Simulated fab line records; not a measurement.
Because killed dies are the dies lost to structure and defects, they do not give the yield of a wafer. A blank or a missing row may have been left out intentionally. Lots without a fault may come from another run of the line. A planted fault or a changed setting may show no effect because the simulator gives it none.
Matching of chambers | flow n5_finfet | N5_SDB_HM_DEP_00 on pecvd-04: 3 sister chambers
The step deposits SiNx from SiH4/NH3/N2, target thk 40 nm, time 35.3 s. 16 wafers are shown with their chamber, then 8 later ones without.

== EACH WAFER AND ITS CHAMBER ==
wafer  | chamber | throttle_valve_pct (%) | showerhead_plenum_p_Torr (Torr) | heater_power_w (W)
L075.1 | 0       | 48                     | 5.12                            | 779
L075.5 | 0       | 48                     | 5.12                            | 788
L075.6 | 1       | 40                     | 5.16                            | 731
L079.2 | 0       | 48                     | 5.14                            | 796
L079.5 | 1       | 40                     | 5.13                            | 758
L079.6 | 2       | 37                     | 5.04                            | 799
L080.2 | 1       | 41                     | 5.14                            | 718
L080.3 | 2       | 36                     | 5.03                            | 820
L080.6 | 1       | 40                     | 5.14                            | 721
L081.1 | 1       | 40                     | 5.14                            | 756
L081.4 | 1       | 40                     | 5.13                            | 772
L081.6 | 0       | 48                     | 5.13                            | 790
L082.1 | 2       | 37                     | 5.04                            | 808
L082.2 | 0       | 48                     | 5.12                            | 791
L082.5 | 0       | 48                     | 5.14                            | 800
L083.2 | 1       | 40                     | 5.13                            | 808

SIGNATURES, as means of the wafers listed above
reading                  | chamber 0 | chamber 1 | chamber 2 | scatter within a chamber
throttle_valve_pct       | 48.00     | 40.14     | 36.67     | 0.342
showerhead_plenum_p_Torr | 5.1283    | 5.1386    | 5.0367    | 0.00975
heater_power_w           | 790.67    | 752.00    | 809.00    | 22.6
Rule: a wafer lies at a distance from a chamber equal to the root of the sum of squares, over the readings, of (its reading less the chamber's mean, divided by the reading's scatter). If the next closest chamber is less than 2 further off than the closest, the wafer can't be placed; otherwise it belongs to the closest. How the scatter is found: for the shown wafers, subtract from each reading the mean of its chamber, square and add these, divide the total by (wafers less chambers), then take the root.

== WAFERS WHOSE CHAMBER IS MISSING ==
wafer  | throttle_valve_pct (%) | showerhead_plenum_p_Torr (Torr) | heater_power_w (W)
L083.5 | 37                     | 5.03                            | 830
L083.6 | 48                     | 5.13                            | 827
L087.2 | 37                     | 5.04                            | 868
L087.3 | 41                     | 5.14                            | 745
L087.5 | 49                     | 5.14                            | 834
L092.1 | 37                     | 5.02                            | 728
L092.2 | 49                     | 5.13                            | 832
L092.3 | 41                     | 5.14                            | 748

== EACH ONE'S CHAMBER ==
wafer  | from the rows above | in truth
L083.5 | 2                   | 2
L083.6 | 0                   | 0
L087.2 | 2                   | 2
L087.3 | 1                   | 1
L087.5 | 0                   | 0
L092.1 | 2                   | 2
L092.2 | 0                   | 0
L092.3 | 1                   | 1
8 of 8 placed correctly. From these rows, 0 cannot be placed. 0 placed wrongly.
